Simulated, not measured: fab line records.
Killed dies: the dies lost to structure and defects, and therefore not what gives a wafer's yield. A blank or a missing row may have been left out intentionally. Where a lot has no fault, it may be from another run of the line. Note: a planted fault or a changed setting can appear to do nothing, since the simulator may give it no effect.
A struck lot beside a sound one :: flow n5_finfet :: 44 steps out of a route of 1938
Sound: these wafers, L595.1, L595.4, L595.6. Struck: wafer L613.5. (L613.3, L613.6 of the same lot were not struck and are left out.) The cause comes at the end.
Per side, at each step with rows, come the tool, then ch with its chambers, and then its first start. Under that, the readings that differ: sound wafers :: struck wafers :: difference of the means :: sigmas: that difference in standard deviations of wafers without a fault.
alike: readings with means less than 2 such deviations apart, plus words and numbers identical on both sides. not compared: withheld readings, readings lacking a value on some wafer, bounds such as >300 that could conceal the same value, and numbers that have no deviation in the record and whose values overlap.
A row with sigmas, a row that says differs or no value, or rows on one side alone: a step with any of these is where the two part. Numbers that have no deviation but don't overlap get no sigmas and don't part them. A reading missing from all wafers of one side parts the sides only when that side holds two or more wafers.

first, 4 steps without rows for these wafers: N5_BEOL_M2_ANNEAL_95 (time 240 s); N5_BEOL_M2_SPUTTER_96 (material Cu, target thk 4.5 nm, time 8.29 s); N5_BEOL_M2_ECD_50 (material Cu, target thk 300 nm); N5_BEOL_M2_ANNEAL_51 (time 90 s).
N5_BEOL_M2_CMP_52: polishes, stops on SiOC, t overpolish 6.8 s, target thk 40 nm.
  sound on cmp-02 ch 0,1,3, day 7 13:31; struck on cmp-04 ch 1, day 12 12:50
  alike: barrier_field_endpoint_s, clearing_platen_down_force_psi, motor_current_A, overpolish_run_s, platen_rpm, time_to_endpoint_s
N5_BEOL_M2_THK_MEAS_53: measures by xrf.
  sound: film_metro-01 at day 7 13:44; struck: film_metro-01 at day 12 13:05
  alike: M2_THK
then, 1 step without rows for these wafers: N5_BEOL_M2_PRE_CLEAN_60 (time 15 s).
N5_BEOL_M2_CO_CAP_55: material Co, precursor CCTBA/H2, target thk 2 nm, time 102.1 s.
  sound on cvd_co-01 ch 0,1, day 7 13:50; struck on cvd_co-01 ch 0, day 12 13:15
  alike: heater_power_outer_w, heater_power_w
then, 1 step without rows for these wafers: N5_BEOL_M2_PRE_CLEAN_56 (time 15 s).
N5_BEOL_M2_DEP_57: deposits SiCN from 3MS/NH3, target thk 8 nm, time 14 s.
  sound on pecvd-03 ch 1,2, day 7 13:59; struck on pecvd-03 ch 1, day 12 13:22
  alike: showerhead_plenum_p_Torr, throttle_valve_pct
N5_BEOL_M2_RS_MEAS_58: measurement is done with a four-point probe.
  sound: film_metro-01 at day 7 14:04; struck: film_metro-02 at day 12 13:26
  alike: M2_RS
N5_BEOL_M2_INSPECT_59: inspects for defects (darkfield).
  sound: defect_inspect-01 at day 7 14:05; struck: defect_inspect-02 at day 12 13:28
  alike: raw_defect_count
N5_BEOL_M3_ILD_DEP_00: deposits SiOC from DEMS/O2, target thk 79 nm, time 15.3 s.
  sound on pecvd-02 ch 0,1, day 7 14:07; struck on pecvd-03 ch 0, day 12 13:30
reading: model.SiOC_of_BEOL_M3_ILD_DEP_00.thk_nm (nm)
sound: 78.6 79 80
struck: 50.4
difference: -28.8
sigmas: 
  alike: heater_power_outer_w, heater_power_w, showerhead_plenum_p_Torr, throttle_valve_pct
N5_BEOL_M3_THK_MEAS_01:
  sound: film_metro-01 at day 7 14:11; struck: film_metro-01 at day 12 13:34
reading: M3_ILD_THK (nm)
sound: 78.6 79.1 79.9
struck: 50.5
difference: -28.7
sigmas: -26
then, 11 steps without rows for these wafers: N5_BEOL_M3_PECVD_72 (deposits SiO2 from TEOS/O2, target thk 16 nm, time 18 s); N5_BEOL_M3_HM_DEP_02 (deposits TiN, target thk 20 nm); N5_BEOL_M3_COAT_61 (time 60 s, resist thk 60 nm); N5_BEOL_M3_COAT_62 (time 60 s, resist thk 12 nm); N5_BEOL_M3_COAT_73 (time 60 s, resist thk 5 nm); N5_BEOL_M3_COAT_05 (resist thk 30 nm); N5_BEOL_M3_EBR_07; N5_BEOL_M3_SOFTBAKE_06 (time 60 s); N5_BEOL_M3_EXPOSE_08 (exposes mask M3); N5_BEOL_M3_PEB_09 (peb time 60 s); N5_BEOL_M3_DEVELOP_10 (develop time 30 s).
N5_BEOL_M3_CD_MEAS_11: the cd target is 17.05 nm.
  sound on cd_sem-02 ch 0, day 7 14:40; struck on cd_sem-01 ch 0, day 12 16:20
  alike: cd_nm
N5_BEOL_M3_OVL_MEAS_12:
  sound on overlay-02 ch 0, day 7 14:42; struck on overlay-02 ch 0, day 12 16:22
  alike: M3_OVL
N5_BEOL_M3_INSPECT_13: inspects for defects (brightfield).
  sound: defect_inspect-01 at day 7 14:46; struck: defect_inspect-01 at day 12 16:25
  alike: raw_defect_count
N5_BEOL_M3_DESCUM_16: chemistry O2, time 7 s.
  sound on rie_diel-01 ch 1,3, day 7 14:47; struck on rie_diel-01 ch 3, day 12 16:35
  alike: drypump_motor_current_A, oes_product_au, rf_vpp_V, showerhead_plenum_p_Torr, throttle_valve_pct
  not compared: rf_hours_counter_h
then, 7 steps without rows for these wafers: N5_BEOL_M3_ETCH_74 (etches underlayer in N2/H2, target depth 6.5 nm, time 5.2 s); N5_BEOL_M3_ETCH_63 (etches SiARC in CF4, target depth 15.6 nm, time 26 s); N5_BEOL_M3_ETCH_64 (etches SOC in N2/H2, target depth 75 nm, overetch 15 nm, time 112.5 s); N5_BEOL_M3_STRIP_65 (strips in N2/H2); N5_BEOL_M3_STRIP_75 (strips in N2/H2); N5_BEOL_M3_STRIP_66 (strips in CF4); N5_BEOL_M3_HM_OPEN_17 (chemistry Cl2/BCl3, target TiN, target depth 20 nm, overetch 6 nm).
N5_BEOL_M3_STRIP_19: strips in O2.
  sound on rie_diel-02 ch 0,1, day 7 15:12; struck on rie_diel-03 ch 3, day 12 17:08
reading: throttle_valve_pct (%)
sound: 16.90 16.32 16.90
struck: 17.18
difference: +0.47
sigmas: +2
  alike: drypump_motor_current_A, oes_product_au, rf_vpp_V, showerhead_plenum_p_Torr
  not compared: rf_hours_counter_h
N5_BEOL_M3_CD_MEAS_18: pitch 36 nm, target cd 18 nm.
  sound: cd_sem-03 at day 7 15:16; struck: cd_sem-01 at day 12 17:13
  alike: cd_nm
then, 4 steps without rows for these wafers: N5_BEOL_M3_COAT_67 (time 60 s, resist thk 60 nm); N5_BEOL_M3_COAT_68 (time 60 s, resist thk 12 nm); N5_BEOL_M3_COAT_76 (time 60 s, resist thk 5 nm); N5_BEOL_M3_COAT_22 (resist thk 30 nm).
N5_BEOL_M3_CMP_52: polishes, stops on SiOC, t overpolish 6.8 s, target thk 40 nm.
  sound on cmp-03 ch 2,3, day 7 21:59; struck on cmp-03 ch 2, day 13 03:09
reading: model.SiOC_of_BEOL_M3_ILD_DEP_00.thk_nm (nm)
sound: 75.6 76 77
struck: 47.4
difference: -28.8
sigmas: 

reading: model.Cu_of_BEOL_M3_ECD_50.thk_nm (nm)
sound: 40.8 39.6 41.4
struck: 12.4
difference: -28.2
sigmas: 
  alike: clearing_platen_down_force_psi, motor_current_A, platen_rpm
N5_BEOL_M4_RC_MEAS_101:
  the record has rows for the sound wafers here (prober-01 ch 0, day 8 09:47) and none for the struck ones

== WHERE THEY PART ==
Last at N5_BEOL_M4_RC_MEAS_101 as far as this record goes, first at N5_BEOL_M3_THK_MEAS_01.

WHY: what had been put in by the simulator
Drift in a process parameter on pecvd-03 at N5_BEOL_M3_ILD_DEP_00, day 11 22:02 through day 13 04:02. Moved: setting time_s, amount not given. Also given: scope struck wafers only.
